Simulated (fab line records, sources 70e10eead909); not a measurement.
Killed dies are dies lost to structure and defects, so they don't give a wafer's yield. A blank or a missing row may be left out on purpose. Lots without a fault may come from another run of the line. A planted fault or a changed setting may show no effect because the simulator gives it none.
A struck lot beside a sound one | flow nand_harc | 18 steps out of a route of 1302
Sound: wafers L720.1, L720.2, L720.6. Struck: wafers L736.2, L736.5, L736.6. The cause comes at the end.
At each step with rows: each side's tool, then ch and its chambers, then its first start. Under that, the readings that differ: sound wafers | struck wafers | difference of the means | sigmas: that difference in standard deviations of wafers without a fault.
alike: readings whose means differ by less than 2 such deviations, and words and numbers that are the same on both sides. not compared: withheld readings, readings that some wafer has no value for, bounds like >300 that may hide the same value, and numbers for which the record gives no deviation and whose values overlap.
The two part at a step that has a row with sigmas, a row that says differs or no value, or rows on one side only. Numbers that don't overlap but have no deviation are shown without sigmas and don't part them. A reading that every wafer of one side lacks parts them only if that side has two wafers or more.

first, 1 step without rows for these wafers: NHARC_A_SGD_CUT_ETCH_26 (etches SiO2 in dHF, target depth 45.8 nm).
NHARC_A_SGD_CUT_ETCHBACK_24: etches the open film in CH3F/O2, target depth 50 nm, time 92.857 s.
  sound on rie_diel-03 ch 1,3, day 21 23:43; struck on rie_diel-01 ch 2,3, day 27 18:19
  alike: drypump_motor_current_A, oes_product_au, rf_vpp_V, showerhead_plenum_p_Torr, throttle_valve_pct
  not compared: rf_hours_counter_h
NHARC_A_SGD_CUT_STRIP_28: strips in O2, time 20 s.
  sound on rie_diel-03 ch 0,1,2; struck on rie_diel-01 ch 0,1
  alike: drypump_motor_current_A, oes_product_au, rf_vpp_V, showerhead_plenum_p_Torr, throttle_valve_pct
  not compared: rf_hours_counter_h
NHARC_A_SGD_CUT_INSPECT_25:
  sound on defect_inspect-02, day 21 23:56; struck on defect_inspect-02, day 27 18:32
  alike: raw_defect_count
NHARC_A_SLIT_DEP_25: deposits SiO2, target thk 200 nm.
  sound on pecvd-04 ch 0,1, day 22 00:00; struck on pecvd-01 ch 0,1, day 27 18:46
  alike: heater_power_w, throttle_valve_pct
NHARC_A_SLIT_DEP_00: deposits aC, target thk 6200 nm.
  sound on acl_dep-02 ch 0, day 22 00:22; struck on acl_dep-02 ch 0, day 27 20:31
  alike: throttle_valve_pct
NHARC_A_SLIT_DEP_23: deposits SiON, target thk 100 nm.
  sound on pecvd-04 ch 0,1,2, day 22 04:21; struck on pecvd-04 ch 1,2, day 27 23:40
  alike: heater_power_w
then, 5 steps without rows for these wafers: NHARC_A_SLIT_DEHYDRATE_01 (time 120 s); NHARC_A_SLIT_HMDS_02 (time 30 s); NHARC_A_SLIT_COAT_03 (resist thk 90 nm); NHARC_A_SLIT_SOFTBAKE_04 (time 55 s); NHARC_A_SLIT_EBR_05.
NHARC_A_SLIT_EXPOSE_06: exposes mask SLIT.
  sound on arfi_scanner-03 ch 0, day 22 04:52; struck on arfi_scanner-01 ch 0, day 28 00:05
  reading              | sound             | struck            | difference | sigmas
  exposure_dose_mJ_cm2 | 60.82 60.86 60.87 | 44.57 44.61 44.60 | -16.26     | -99 or more
  alike: mask
then, 2 steps without rows for these wafers: NHARC_A_SLIT_PEB_07 (peb time 65 s); NHARC_A_SLIT_DEVELOP_08 (develop time 35 s).
NHARC_A_SLIT_CD_MEAS_09: target cd 300 nm.
  sound on cd_sem-03 ch 0, day 22 05:00; struck on cd_sem-03 ch 0
  reading    | sound             | struck            | difference | sigmas
  cd_nm (nm) | 300.2 300.1 299.9 | 286.1 286.3 285.6 | -14.1      | -24
  not compared: hold
NHARC_A_SLIT_OVL_MEAS_10:
  sound on overlay-01, day 22 05:05; struck on overlay-02, day 28 03:37
  reading | sound | struck                                                                     | difference                   | sigmas
  hold    | - - - | await_dispo/3.1h/release await_dispo/3.1h/release await_dispo/3.1h/release | no value on the sound wafers |
  alike: overlay_x_nm, overlay_y_nm
-- the record jumps here: 5 days lie between the struck wafers' starts before and after (it left off in module A_SLIT and takes up again in module END, whose first step shown is number 1302 of the route) --
NHARC_END_SORT_01:
  sound on prober-02 ch 0, day 27 00:28; struck on prober-01 ch 0, day 33 12:52
  reading         | sound | struck | difference | sigmas
  killed_at_other | 1 0 1 | 5 4 11 | +6         | +4
  alike: killed_at_array, killed_at_periphery, killed_dies, killed_open, killed_short

WHERE THEY PART
First at NHARC_A_SLIT_EXPOSE_06; last, within this record, at NHARC_END_SORT_01.

WHY: what the simulator had put in
Process parameter drift: arfi_scanner-01, from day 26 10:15 on, at NHARC_A_SLIT_EXPOSE_06. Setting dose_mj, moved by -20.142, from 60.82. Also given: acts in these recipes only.
